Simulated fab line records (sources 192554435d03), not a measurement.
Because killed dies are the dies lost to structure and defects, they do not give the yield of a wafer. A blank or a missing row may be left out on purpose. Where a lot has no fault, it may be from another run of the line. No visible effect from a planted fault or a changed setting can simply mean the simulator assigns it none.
Code-filled problem report in 8D (eight disciplines) form :: flow n5Finfet :: the parts of the form that need people (team, actions taken, sign-off) are left out

## 1. THE PROBLEM
At N5_BEOL_M12_COAT_58, spinSpeedRpm averages 1232.1 rpm over 6 wafers from 2 lots, while fault-free wafers read 1500.1 rpm, standard deviation 1.1. That is -99 or more standard deviations from the usual mean.
The step: time 60 s, resist thk 89 nm.
First observed at day 14 23:05: wafer L798.1, on lithoTrack-02. At this step, 33 wafers from 11 lots have a number in the record. Rule for "out", or "out of limits": more than 4 standard deviations from the usual mean. All remaining wafers that have a number are taken as sound.

## 2. WHAT THIS IS AND IS NOT
question: which readings at this step
is: spinSpeedRpm
is not: chillPlateTempC, plateTempC

question: which lots
is: L798, L800
is not: L788, L791, L792, L794, L795, L797, L807, L808, L809

question: which wafers of those lots
is: all that have a number
is not: -

question: read on which tools
is: lithoTrack-02
is not: lithoTrack-01, lithoTrack-03

question: when
is: from day 14 23:05
is not: up to then (18 sound wafers); but 9 sound wafers of L807, L808, L809 came after

## 3. THE SUSPECTS, EACH WITH WHAT RULES IT OUT
Counting: a tool stays on the suspect list if, at a process step up to the reading, it processed all lots that are out and no sound lot following the first of them.
- lithoTrack-02 at N5_BEOL_M12_COAT_58 (time 60 s, resist thk 89 nm): kept. Every lot that is out went through it, starting with L798 (day 14 23:05), and after that it ran no sound lot; the last sound lot it ran before then is L797 (day 14 04:49). Its own readings are out on those wafers: spinSpeedRpm.
The count leaves lithoTrack-02 at N5_BEOL_M12_COAT_58.

## 4. THE CAUSE (what the simulator had put in)
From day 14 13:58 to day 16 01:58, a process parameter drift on lithoTrack-02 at N5_BEOL_M12_COAT_58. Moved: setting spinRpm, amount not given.
After counting, this tool was the only one left.

## 5. THE EFFECT CHAIN, in route order
One row per reading whose mean, taken over the struck wafers that have a number, lies over 3 standard deviations from the usual. Readings are gone through only where the record gives a usual standard deviation; hours: the median, over the lots, of the time from a lot's start at the first step in this table giving one to that lot's start at this step; sigmas: the change measured in usual standard deviations.
hours: 0
step: N5_BEOL_M12_COAT_58
reading: spinSpeedRpm
usual: 1500.1 rpm
on struck wafers: 1232.1
change: -268.0
sigmas: -99 or more

hours: 1
step: N5_BEOL_M12_STRIP_64
reading: stripTimeToEndpointS
usual: 31.31 s
on struck wafers: 34.00
change: +2.69
sigmas: +35
Here are the process steps it includes:
- N5_BEOL_M12_COAT_58: time 60 s, resist thk 89 nm.
- N5_BEOL_M12_STRIP_64: strips in N2/H2.
Later measuring or inspecting steps at which every struck wafer that the step has a row for has a number for every such reading, and none has moved that far: N5_BEOL_M12_CD_MEAS_10.

## 6. HOW IT WOULD HAVE BEEN CAUGHT EARLIER
In this record no reading fell out of limits until day 14 23:05, 9 hours after the fault had begun at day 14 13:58.
